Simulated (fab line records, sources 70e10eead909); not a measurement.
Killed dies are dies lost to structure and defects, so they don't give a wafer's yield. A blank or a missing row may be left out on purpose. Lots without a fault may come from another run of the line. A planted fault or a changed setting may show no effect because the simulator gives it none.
Which tool did it? | flow nand_harc | 24 lots, 72 wafers sampled, at 3 steps of a route of 1302

WHAT THE GAUGES READ, wafer by wafer
NHARC_P_STI_OCD_MEAS_17. Usual: trench_depth_nm 298 nm, standard deviation 6.4; trench_foot_cd_nm 158 nm, standard deviation 3.1.
lot  | measured     | on     | trench_depth_nm (nm) | trench_foot_cd_nm (nm) | flag
L075 | day 3 02:03  | ocd-02 | 297 289 293          | 153 156 155            |
L074 | day 3 02:13  | ocd-01 | 303 297 299          | 158 159 153            |
L076 | day 3 16:47  | ocd-02 | 302 298 295          | 159 159 157            |
L077 | day 4 01:04  | ocd-02 | 297 301 302          | 155 156 157            |
L078 | day 4 10:58  | ocd-01 | 294 293 296          | 158 157 158            |
L079 | day 4 22:26  | ocd-02 | 300 298 299          | 157 162 158            |
L080 | day 5 07:38  | ocd-02 | 294 288 298          | 156 164 158            |
L081 | day 5 17:04  | ocd-02 | 301 297 305          | 162 159 153            |
L082 | day 6 07:11  | ocd-01 | 289 295 290          | 162 158 164            |
L083 | day 6 13:29  | ocd-02 | 290 293 299          | 162 158 155            |
L084 | day 6 22:36  | ocd-02 | 303 289 305          | 159 163 158            |
L085 | day 7 09:53  | ocd-02 | 288 288 292          | 151 156 156            |
L087 | day 8 02:19  | ocd-02 | 296 284 299          | 157 157 158            |
L086 | day 8 02:29  | ocd-01 | 301 289 291          | 156 157 154            |
L088 | day 8 16:59  | ocd-01 | 298 312 300          | 159 156 153            |
L089 | day 9 02:02  | ocd-01 | 304 296 307          | 159 160 153            |
L090 | day 9 12:39  | ocd-01 | 290 296 305          | 158 161 162            |
L091 | day 9 20:41  | ocd-02 | 307 296 304          | 159 157 151            |
L092 | day 10 07:24 | ocd-01 | 313 306 296          | 157 160 157            |
L093 | day 10 18:10 | ocd-02 | 295 298 310          | 163 162 156            |
L094 | day 11 03:44 | ocd-01 | 303 303 300          | 156 158 161            |
L095 | day 11 14:41 | ocd-02 | 293 304 300          | 163 156 156            |
L096 | day 12 01:34 | ocd-02 | 298 297 302          | 163 160 154            |
L097 | day 12 11:12 | ocd-02 | 292 306 297          | 160 159 158            |

NHARC_P_GATE_CD_MEAS_46: target cd 720 nm. Usual: cd_nm 720.3 nm, standard deviation 2.4.
lot  | measured     | on        | cd_nm (nm)        | flag
L075 | day 5 17:14  | cd_sem-02 | 724.7 723.1 718.6 |
L074 | day 5 17:40  | cd_sem-03 | 723.6 721.8 719.5 |
L076 | day 6 09:21  | cd_sem-02 | 721.0 720.2 721.5 |
L077 | day 6 16:21  | cd_sem-01 | 723.3 718.0 720.5 |
L078 | day 7 01:12  | cd_sem-03 | 721.6 724.6 720.1 |
L079 | day 7 15:02  | cd_sem-02 | 718.2 722.1 717.1 |
L080 | day 7 19:47  | cd_sem-03 | 720.9 720.3 722.0 |
L081 | day 8 07:19  | cd_sem-03 | 723.8 722.8 724.2 |
L082 | day 8 21:03  | cd_sem-03 | 722.0 720.1 716.5 |
L083 | day 9 04:16  | cd_sem-01 | 719.9 718.2 716.2 |
L084 | day 9 18:04  | cd_sem-03 | 725.8 720.1 719.9 |
L085 | day 10 02:13 | cd_sem-01 | 716.1 716.1 720.0 |
L087 | day 10 22:05 | cd_sem-01 | 718.4 717.0 718.2 |
L086 | day 10 22:57 | cd_sem-03 | 720.6 718.7 722.8 |
L088 | day 11 12:20 | cd_sem-02 | 718.0 718.6 721.0 |
L089 | day 11 12:40 | cd_sem-01 | 720.5 718.5 717.8 |
L090 | day 12 03:32 | cd_sem-03 | 722.1 719.2 720.2 |
L091 | day 12 11:31 | cd_sem-01 | 721.9 718.0 721.3 |
L092 | day 12 21:38 | cd_sem-03 | 722.9 722.9 721.4 |
L093 | day 13 07:40 | cd_sem-03 | 723.1 720.3 721.7 |
L094 | day 13 22:29 | cd_sem-03 | 717.0 722.3 723.0 |
L095 | day 14 02:44 | cd_sem-03 | 720.6 720.1 722.5 |
L096 | day 14 17:35 | cd_sem-03 | 724.2 716.6 721.4 |
L097 | day 15 00:31 | cd_sem-02 | 720.2 720.9 723.4 |

WHICH TOOL RAN EACH LOT (tool, then ch and the chambers of the sampled wafers, then the start)
lot  | NHARC_P_GATE_ETCH_32
L075 | rie_si-04 ch 0,1,2, day 5 06:03
L074 | rie_si-03 ch 0,1, day 5 06:17
L076 | rie_si-04 ch 0,1,3, day 5 21:52
L077 | rie_si-06 ch 0,1,2, day 6 04:59
L078 | rie_si-06 ch 0,2, day 6 13:55
L079 | rie_si-06 ch 0,2, day 7 03:52
L080 | rie_si-06 ch 1,2,3, day 7 08:18
L081 | rie_si-04 ch 1,2,3, day 7 20:02
L082 | rie_si-06 ch 0,2,3, day 8 09:47
L083 | rie_si-06 ch 1,2,3, day 8 17:00
L084 | rie_si-06 ch 0,1,3, day 9 06:51
L085 | rie_si-04 ch 0,1,2, day 9 14:58
L087 | rie_si-06 ch 0,1,3, day 10 10:54
L086 | rie_si-04 ch 0,3, day 10 11:32
L088 | rie_si-04 ch 2,3, day 11 01:06
L089 | rie_si-06 ch 1,2, day 11 01:16
L090 | rie_si-04 ch 0,1,2, day 11 16:24
L091 | rie_si-03 ch 0,2,3, day 12 00:08
L092 | rie_si-04 ch 1,2,3, day 12 10:19
L093 | rie_si-04 ch 0,1,2, day 12 20:22
L094 | rie_si-03 ch 0,2,3, day 13 11:11
L095 | rie_si-06 ch 2,3, day 13 15:28
L096 | rie_si-06 ch 0,2,3, day 14 06:25
L097 | rie_si-06 ch 1,2,3, day 14 13:24
- NHARC_P_GATE_ETCH_32: etches the open film in HBr/Cl2, target depth 150 nm, time 100.1 s.

WHAT THE TOOLS THEMSELVES READ (means of the sampled wafers that have a number; where no wafer has one, the mark that the record gives instead)
NHARC_P_GATE_ETCH_32. Usual: drypump_motor_current_A 5.8 A, standard deviation 0.37; oes_product_au 1.007 a.u., standard deviation 0.015; throttle_valve_pct 26.406 %, standard deviation 0.01.
lot  | tool      | drypump_motor_current_A (A) | oes_product_au (a.u.) | throttle_valve_pct (%) | flag
L075 | rie_si-04 | 5.9                         | 1.002                 | 26.406                 |
L074 | rie_si-03 | 5.9                         | 0.988                 | 26.414                 |
L076 | rie_si-04 | 5.5                         | 1.005                 | 26.410                 |
L077 | rie_si-06 | 5.8                         | 1.017                 | 26.404                 |
L078 | rie_si-06 | 5.8                         | 1.013                 | 26.413                 |
L079 | rie_si-06 | 5.7                         | 1.010                 | 26.406                 |
L080 | rie_si-06 | 6.0                         | 1.008                 | 26.409                 |
L081 | rie_si-04 | 5.8                         | 0.996                 | 26.405                 |
L082 | rie_si-06 | 5.9                         | 1.025                 | 26.394                 |
L083 | rie_si-06 | 5.9                         | 1.014                 | 26.406                 |
L084 | rie_si-06 | 5.9                         | 1.014                 | 26.409                 |
L085 | rie_si-04 | 5.8                         | 1.007                 | 26.398                 |
L087 | rie_si-06 | 5.9                         | 1.017                 | 26.418                 |
L086 | rie_si-04 | 5.8                         | 1.025                 | 26.412                 |
L088 | rie_si-04 | 6.3                         | 1.009                 | 26.404                 |
L089 | rie_si-06 | 5.8                         | 1.025                 | 26.411                 |
L090 | rie_si-04 | 5.8                         | 1.002                 | 26.404                 |
L091 | rie_si-03 | 5.3                         | 0.995                 | 26.404                 |
L092 | rie_si-04 | 5.8                         | 0.995                 | 26.401                 |
L093 | rie_si-04 | 5.9                         | 1.017                 | 26.393                 |
L094 | rie_si-03 | 5.3                         | 0.992                 | 26.407                 |
L095 | rie_si-06 | 5.9                         | 1.016                 | 26.412                 |
L096 | rie_si-06 | 5.9                         | 0.998                 | 26.420                 |
L097 | rie_si-06 | 5.9                         | 1.009                 | 26.406                 |

THE ANSWER, worked out from the rows above alone
Rule: a lot is off if the mean of its wafers that have a number lies more than 3 standard deviations from the usual mean. A lot without any number at a reading at which 4 lots or more have one is off too. The other lots that the step has rows for count as sound. The gauges are gone through in route order, then the tools' own readings, and for those a lot's mean is taken as printed above. The first step at which some lot is off is used, and at that step the reading that is off furthest; a lot without a number counts as furthest.
No lot is off at any reading shown: from this, nothing can be told.

WHAT THE SIMULATOR HAD PUT IN
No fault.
